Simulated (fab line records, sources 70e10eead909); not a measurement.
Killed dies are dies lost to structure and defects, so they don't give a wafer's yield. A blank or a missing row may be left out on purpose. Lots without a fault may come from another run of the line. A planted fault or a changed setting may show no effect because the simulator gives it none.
Problem report in the 8D (eight disciplines) form, filled by code | flow nand_harc | the parts of the form that need people (team, actions taken, sign-off) are left out

1. THE PROBLEM
run_length_s at NHARC_A_BLC_ETCH_17 reads a mean of 585.3 s on 3 wafers of 3 lots; wafers without a fault read 630.7 s with a standard deviation of 0.56. That is -81 standard deviations from the usual mean.
The step: etches the open film in N2/H2, target depth 390 nm, time 609.38 s.
First seen on wafer L190.1, day 25 10:52, on rie_diel-10. The record holds 35 wafers of 13 lots with a number at this step. Rule for "out", or "out of limits": more than 4 standard deviations from the usual mean. The other wafers with a number count as sound.

2. WHAT IT IS AND WHAT IT IS NOT
question                    | is                     | is not
which readings at this step | run_length_s           | drypump_motor_current_A, mfc_ar_sccm, showerhead_plenum_p_Torr, throttle_valve_pct
which lots                  | L189, L190, L192       | L184, L186, L187, L194, L195, L200, L201, L204, L205, L206
which wafers of those lots  | L189.6, L190.1, L192.4 | L189.1, L189.2
read on which tools         | rie_diel-10            | rie_diel-06, rie_diel-11
when                        | from day 25 10:52      | up to then (9 sound wafers); but 23 sound wafers of L189, L194, L195, L200, L201, L204, L205, L206 came after

3. SUSPECTS, AND WHAT RULES EACH OUT
Counting: a tool at a process step up to the reading stays a suspect if it ran every lot that is out. Sound lots after the first of them don't rule it out here, since some wafers of a struck lot are sound.
- rie_diel-10 at NHARC_A_BLC_DESCUM_15 (chemistry O2, time 3 s): kept. It ran every lot that is out, first L190 (day 25 10:40); its last sound lot up to then is L187 (day 23 12:06).
- rie_diel-10 at NHARC_A_BLC_ETCH_17 (etches the open film in N2/H2, target depth 390 nm, time 609.38 s): kept. It ran every lot that is out, first L190 (day 25 10:52); its last sound lot up to then is L187 (day 23 12:17). Its own readings are out on those wafers: run_length_s.
- Within rie_diel-10 at NHARC_A_BLC_ETCH_17: the wafers that are out ran in chamber 0; their sound lot-mates ran in chambers 2, 3.
Left after counting: rie_diel-10 at NHARC_A_BLC_DESCUM_15, rie_diel-10 at NHARC_A_BLC_ETCH_17.

4. THE CAUSE (what the simulator had put in)
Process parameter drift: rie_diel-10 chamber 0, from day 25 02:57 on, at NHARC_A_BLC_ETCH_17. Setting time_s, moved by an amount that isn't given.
Counting left 2 suspects, and this tool is among them.

5. THE CHAIN OF EFFECTS, in route order
Each row: a reading whose mean over the struck wafers that have a number lies more than 3 standard deviations from the usual. Only readings for which the record gives a usual standard deviation are gone through. hours: the time from each lot's start at the first step in this table that gives one to its start at this step, as a median over the lots. sigmas: the change in usual standard deviations.
hours | step                | reading      | usual   | on struck wafers | change | sigmas
0     | NHARC_A_BLC_ETCH_17 | run_length_s | 630.7 s | 585.3            | -45.4  | -81
The process steps in it:
- NHARC_A_BLC_ETCH_17: etches the open film in N2/H2, target depth 390 nm, time 609.38 s.

6. WHAT WOULD HAVE CAUGHT IT SOONER
In this record the first reading out of limits was taken at day 25 10:52, 8 hours after the fault began at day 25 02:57.
